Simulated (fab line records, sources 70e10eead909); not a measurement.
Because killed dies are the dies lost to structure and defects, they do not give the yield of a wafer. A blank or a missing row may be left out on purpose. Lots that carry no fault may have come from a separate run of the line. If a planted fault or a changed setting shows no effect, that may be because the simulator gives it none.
Matching of chambers | flow nandHarc | NHARC_P_M0_STRIP_18 on rieDiel-02: 4 sister chambers
The step strips in N2/H2. 24 wafers are shown with their chamber, then 12 later ones without.

## WAFERS PAIRED WITH THEIR CHAMBERS
wafer  | chamber | showerheadPlenumPTorr (Torr) | drypumpMotorCurrentA (A) | rfVppV (V)
L074.1 | 2       | 1.91                         | 5.8                      | 90.2
L074.4 | 3       | 1.93                         | 5.9                      | 90.0
L074.6 | 3       | 1.93                         | 5.9                      | 89.7
L075.1 | 0       | 2.19                         | 6.0                      | 91.1
L075.2 | 3       | 1.93                         | 5.8                      | 90.7
L075.5 | 0       | 2.19                         | 6.0                      | 92.7
L077.1 | 0       | 2.19                         | 6.0                      | 92.1
L077.2 | 2       | 1.91                         | 5.8                      | 90.4
L077.5 | 3       | 1.93                         | 5.8                      | 90.6
L079.1 | 2       | 1.91                         | 5.8                      | 92.4
L079.5 | 1       | 1.92                         | 5.7                      | 89.4
L079.6 | 0       | 2.18                         | 6.0                      | 91.8
L081.2 | 1       | 1.92                         | 5.7                      | 90.5
L081.3 | 2       | 1.91                         | 5.8                      | 89.5
L081.6 | 1       | 1.92                         | 5.7                      | 91.1
L083.1 | 3       | 1.93                         | 5.9                      | 90.6
L083.2 | 0       | 2.18                         | 6.0                      | 90.3
L083.6 | 2       | 1.91                         | 5.8                      | 90.0
L084.3 | 3       | 1.92                         | 5.9                      | 90.4
L084.4 | 0       | 2.18                         | 6.0                      | 91.8
L084.5 | 1       | 1.92                         | 5.7                      | 89.2
L088.1 | 0       | 2.18                         | 6.0                      | 92.3
L088.3 | 1       | 1.92                         | 5.7                      | 89.4
L088.4 | 2       | 1.90                         | 5.8                      | 88.9

SIGNATURES (means of the wafers above)
reading               | chamber 0 | chamber 1 | chamber 2 | chamber 3 | scatter within a chamber
showerheadPlenumPTorr | 2.1843    | 1.9200    | 1.9083    | 1.9283    | 0.00411
drypumpMotorCurrentA  | 6.000     | 5.700     | 5.800     | 5.867     | 0.0258
rfVppV                | 91.729    | 89.920    | 90.233    | 90.333    | 0.852
Rule: distance of a wafer from a chamber = root of the sum over the readings of ((wafer's reading minus chamber's mean) / reading's scatter) squared. The wafer belongs to the nearest chamber; if the next one is less than 2 further off, it can't be placed. The scatter: the root of (the sum of the squares of (reading less its chamber's mean) over the shown wafers, divided by (wafers less chambers)).

## WAFERS MISSING THEIR CHAMBER
wafer  | showerheadPlenumPTorr (Torr) | drypumpMotorCurrentA (A) | rfVppV (V)
L089.1 | 1.90                         | 5.8                      | 88.7
L089.3 | 2.18                         | 6.0                      | 92.2
L089.4 | 1.92                         | 5.8                      | 91.0
L092.1 | 2.18                         | 6.0                      | 90.9
L092.2 | 1.90                         | 5.8                      | 89.8
L092.5 | 1.90                         | 5.8                      | 88.8
L095.1 | 1.92                         | 5.9                      | 89.5
L095.4 | 1.90                         | 5.8                      | 91.4
L095.5 | 1.92                         | 5.9                      | 89.2
L096.2 | 1.90                         | 5.8                      | 89.3
L096.3 | 1.91                         | 5.7                      | 89.9
L096.4 | 1.90                         | 5.8                      | 89.5

## WHICH CHAMBER EACH ONE RAN IN
wafer  | from the rows above          | in truth
L089.1 | 2                            | 2
L089.3 | 0                            | 0
L089.4 | can't be placed: 2 or 3 or 1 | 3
L092.1 | 0                            | 0
L092.2 | 2                            | 2
L092.5 | 2                            | 2
L095.1 | 3                            | 3
L095.4 | 2                            | 2
L095.5 | 3                            | 3
L096.2 | 2                            | 2
L096.3 | can't be placed: 1 or 2      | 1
L096.4 | 2                            | 2
10 of 12 placed correctly. Can't be placed from these rows: 2 (the true chamber is among the candidates in 2). Number placed wrongly: 0.
